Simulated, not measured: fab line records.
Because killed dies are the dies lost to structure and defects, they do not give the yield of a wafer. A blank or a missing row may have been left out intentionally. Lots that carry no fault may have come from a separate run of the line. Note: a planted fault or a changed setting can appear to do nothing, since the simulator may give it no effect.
Code-filled problem report in 8D (eight disciplines) form	flow nand_harc	the parts of the form that need people (team, actions taken, sign-off) are left out

== 1. WHAT IS WRONG ==
Mean of exposure_dose_mJ_cm2 at NHARC_A_SLIT_EXPOSE_06: 59.18 across 6 wafers in 2 lots; on wafers with no fault it is 60.83 (standard deviation 0.052). Measured from the usual mean, that is -32 standard deviations.
The step: exposes mask SLIT.
First observed at day 23 19:37: wafer L612.2, on arfi_scanner-02. The record has a number at this step for 36 wafers belonging to 12 lots. Rule for "out" (also "out of limits"): further than 4 standard deviations from the usual mean. The rest of the wafers with a number are treated as sound.

== 2. WHAT IT IS, WHAT IT ISN'T ==
question	is	is not
which readings at this step	exposure_dose_mJ_cm2	-
which lots	L612, L615	L603, L605, L607, L608, L610, L621, L622, L623, L624, L625
which wafers of those lots	all that have a number	-
read on which tools	arfi_scanner-02	arfi_scanner-01, arfi_scanner-03
when	from day 23 19:37	up to then (15 sound wafers); but 15 sound wafers of L621, L622, L623, L624, L625 came after

== 3. WHAT RULES OUT EACH SUSPECT ==
Counting: a tool at a process step up to the reading stays a suspect if it ran every lot that is out and no sound lot after the first of them.
- rie_diel-02 at NHARC_A_SGD_CUT_ETCH_58 (etches the open film in CF4, target depth 39 nm, time 65 s): ruled out as a lasting fault. Following L612 (day 23 08:36), the first lot on it that is out, the sound lots L622 were run on it.
- arfi_scanner-02 at NHARC_A_SLIT_EXPOSE_06 (exposes mask SLIT): kept. Every lot that is out went through it, starting with L612 (day 23 19:37), and after that it ran no sound lot; the last sound lot it ran before then is L610 (day 23 15:32). Its own readings are out on those wafers: exposure_dose_mJ_cm2.
Left after counting: arfi_scanner-02 at NHARC_A_SLIT_EXPOSE_06.

== 4. THE CAUSE (what the simulator had put in) ==
Process parameters drifting: arfi_scanner-02 at NHARC_A_SLIT_EXPOSE_06, beginning at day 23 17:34. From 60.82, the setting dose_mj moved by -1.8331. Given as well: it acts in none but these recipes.
After counting, this tool was the only one left.

== 5. SEQUENCE OF EFFECTS, ordered by route ==
Each row: a reading where the mean over the struck wafers with a number is more than 3 standard deviations away from the usual. Only readings for which the record gives a usual standard deviation are gone through. hours: the time from each lot's start at the first step in this table that gives one to its start at this step, as a median over the lots. sigmas: the change in usual standard deviations.
hours	step	reading	usual	on struck wafers	change	sigmas
0	NHARC_A_SLIT_EXPOSE_06	exposure_dose_mJ_cm2	60.83	59.18	-1.65	-32
Here are the process steps it includes:
- NHARC_A_SLIT_EXPOSE_06: exposes mask SLIT.

== 6. HOW IT WOULD HAVE BEEN CAUGHT EARLIER ==
First out-of-limits reading in this record: day 23 19:37, which is 2 hours after fault onset at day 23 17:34.
